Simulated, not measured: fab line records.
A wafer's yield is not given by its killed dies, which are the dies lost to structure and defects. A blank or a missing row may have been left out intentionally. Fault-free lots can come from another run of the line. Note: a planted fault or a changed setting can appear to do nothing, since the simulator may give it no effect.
Split-lot experiment -- flow n5-finfet -- route with 1938 steps; 7 lots, 21 wafers read

## ON THE SPLIT
At N5_ZERO_LAYER_EXPOSE_08 (exposes mask ZERO, defocus 0 nm, target cd 2000 nm), the setting dose-mj was moved away from the recipe's 16.2 on 5 of the 21 wafers read, by -6.4% to +6.9%. For the rest of the wafers, this setting stayed at what the recipe calls for.

## FROM THE SPLIT TO THE READING: what the file shows between them, 3 steps
- N5_ZERO_LAYER_PEB_09 (also split here: peb-time-s)
- N5_ZERO_LAYER_DEVELOP_10: develop time 60 s
- N5_ZERO_LAYER_HARDBAKE_23: time 120 s

## THE READING
cd-nm, in nm, at N5_ZERO_LAYER_CD_MEAS_11 (target cd 2000 nm). Typical for fault-free wafers on this fab line: 2000.3 nm, with standard deviation 1.9 nm.

wafer,"tool, chamber at the split",dose-mj as run,against the recipe,"cd-nm, nm",against lot-mates on the recipe
L077.2,"krf-scanner-01, 0",15.3,-5.6%,1987.3,-8.6
L077.4,"krf-scanner-01, 0",15.3,-5.6%,1990.0,-5.9
L077.6,"krf-scanner-01, 0",16.2,recipe,1995.9,-
L084.2,"krf-scanner-02, 0",16.2,recipe,1995.5,-
L084.3,"krf-scanner-02, 0",16.2,recipe,1997.9,-
L084.5,"krf-scanner-02, 0",16.2,recipe,1994.5,-
L089.1,"krf-scanner-01, 0",16.2,recipe,2001.6,-
L089.4,"krf-scanner-01, 0",16.2,recipe,2001.9,-
L089.6,"krf-scanner-01, 0",17.31,+6.9%,2015.2,+13.5
L090.4,"krf-scanner-01, 0",16.2,recipe,1999.6,-
L090.5,"krf-scanner-01, 0",15.16,-6.4%,1992.5,-7.1
L090.6,"krf-scanner-01, 0",15.16,-6.4%,1987.9,-11.7
L092.1,"krf-scanner-01, 0",16.2,recipe,2001.6,-
L092.3,"krf-scanner-01, 0",16.2,recipe,1997.9,-
L092.4,"krf-scanner-01, 0",16.2,recipe,2000.9,-
L093.1,"krf-scanner-01, 0",16.2,recipe,2006.0,-
L093.3,"krf-scanner-01, 0",16.2,recipe,1999.8,-
L093.6,"krf-scanner-01, 0",16.2,recipe,2003.0,-
L096.2,"krf-scanner-02, 0",16.2,recipe,2002.8,-
L096.3,"krf-scanner-02, 0",16.2,recipe,2001.6,-
L096.6,"krf-scanner-02, 0",16.2,recipe,2003.6,-

FIT RESULTS
A straight line over all 21 wafers: cd-nm changes by +1.9 nm for each +1% of dose-mj; r = +0.88; the points scatter about the line by 3.1 nm.
The same after taking each lot's own level away (the mean of its wafers on the recipe; 21 wafers): +1.56 nm for each +1%; r = +0.94; scatter 1.8 nm.
The reading moves by 11 nm for the largest change in dose-mj, on that fit.
Measured against the standard deviation above, the lots' own levels, which go from 1995.90 to 2002.93 nm, span 3.7 times it.
So the lot-to-lot level changes the slope: the two fits differ.
Check: with one of the wafers moved furthest among these (+6.9%) left out of the fit, the line predicts +9.58 nm for it against its lot-mates. It came out at +13.5 nm against them.

## FURTHER SPLITS ON THESE WAFERS
Note: prior to the reading, these wafers also went through further splits. Each is held against what the fit with the lots' levels taken away leaves over:
other split on the same wafers,wafers away from the commonest value,r with cd-nm (lot level and that fit taken away)
N5_ZERO_LAYER_PEB_09 peb-time-s,as run: not given for these wafers,-

## THE WHOLE CHAIN: every reading that the file lists as answering this split, in the file's order
step,what it does,reading,change (the file's fit),r (the file's)
N5_ZERO_LAYER_CD_MEAS_11,target cd 2000 nm,cd-nm,+1.62 nm for each +1% of the setting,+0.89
N5_ZERO_LAYER_DESCUM_16,"chemistry O2, time 7.9 s","ZERO_LAYER.cd-nm (the simulator's own value, which no gauge read)",+1.58 nm for each +1% of the setting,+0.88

## FILE'S OWN FIT
cd-nm changes by +1.62 nm for each +1% of dose-mj, r = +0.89.
